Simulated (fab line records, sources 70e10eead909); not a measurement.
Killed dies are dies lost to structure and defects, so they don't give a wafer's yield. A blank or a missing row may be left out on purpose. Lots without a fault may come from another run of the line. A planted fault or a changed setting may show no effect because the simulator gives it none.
A struck lot beside a sound one | flow nand_harc | 14 steps out of a route of 1159
Sound: wafers L394.1, L394.3, L394.5. Struck: wafers L406.2, L406.3, L406.6. The cause comes at the end.
At each step with rows: each side's tool, then ch and its chambers, then its first start. Under that, the readings that differ: sound wafers | struck wafers | difference of the means | sigmas: that difference in standard deviations of wafers without a fault.
alike: readings whose means differ by less than 2 such deviations, and words and numbers that are the same on both sides. not compared: withheld readings, readings that some wafer has no value for, bounds like >300 that may hide the same value, and numbers for which the record gives no deviation and whose values overlap.
The two part at a step that has a row with sigmas, a row that says differs or no value, or rows on one side only. Numbers that don't overlap but have no deviation are shown without sigmas and don't part them. A reading that every wafer of one side lacks parts them only if that side has two wafers or more.

NHARC_THIN_TSV_CMP_01: polishes.
  sound on cmp-01 ch 1,2, day 18 16:13; struck on cmp-03 ch 0,1,2, day 21 07:49
  alike: motor_current_A, retaining_ring_pressure_frac
NHARC_THIN_TSV_THK_MEAS_02: measures by ir.
  sound on film_metro-01, day 18 16:29; struck on film_metro-01, day 21 08:04
  alike: thk_nm
then, 3 steps without rows for these wafers: NHARC_THIN_TSV_SRD_03; NHARC_THIN_TSV_PRECLEAN_41 (cleans in SC1); NHARC_THIN_TSV_SRD_42.
NHARC_THIN_TSV_DEP_43: deposits SiO2, target thk 1328.5 nm.
  sound on pecvd-03 ch 0,1,2, day 18 16:51; struck on pecvd-01 ch 0,2, day 21 08:18
  alike: throttle_valve_pct
then, 6 steps without rows for these wafers: NHARC_THIN_TSV_DEHYDRATE_04 (time 120 s); NHARC_THIN_TSV_HMDS_05 (time 30 s); NHARC_THIN_TSV_COAT_06; NHARC_THIN_TSV_SOFTBAKE_07 (time 95 s); NHARC_THIN_TSV_EBR_08; NHARC_THIN_TSV_EXPOSE_09 (exposes mask TSV).
NHARC_THIN_TSV_PEB_10: peb time 85 s.
  sound on litho_track-05 ch 0, day 18 17:35; struck on litho_track-03, day 21 09:04
  no value came back on the struck wafers for chill_plate_temp_C (C), exhaust_pa (Pa), heater_power_total_W (W); on the sound wafers chill_plate_temp_C (C) reads 23.17 23.00 22.87
then, 1 step without rows for these wafers: NHARC_THIN_TSV_DEVELOP_11 (time 70 s).

WHERE THEY PART
Only at NHARC_THIN_TSV_PEB_10, within this record.

WHY: what the simulator had put in
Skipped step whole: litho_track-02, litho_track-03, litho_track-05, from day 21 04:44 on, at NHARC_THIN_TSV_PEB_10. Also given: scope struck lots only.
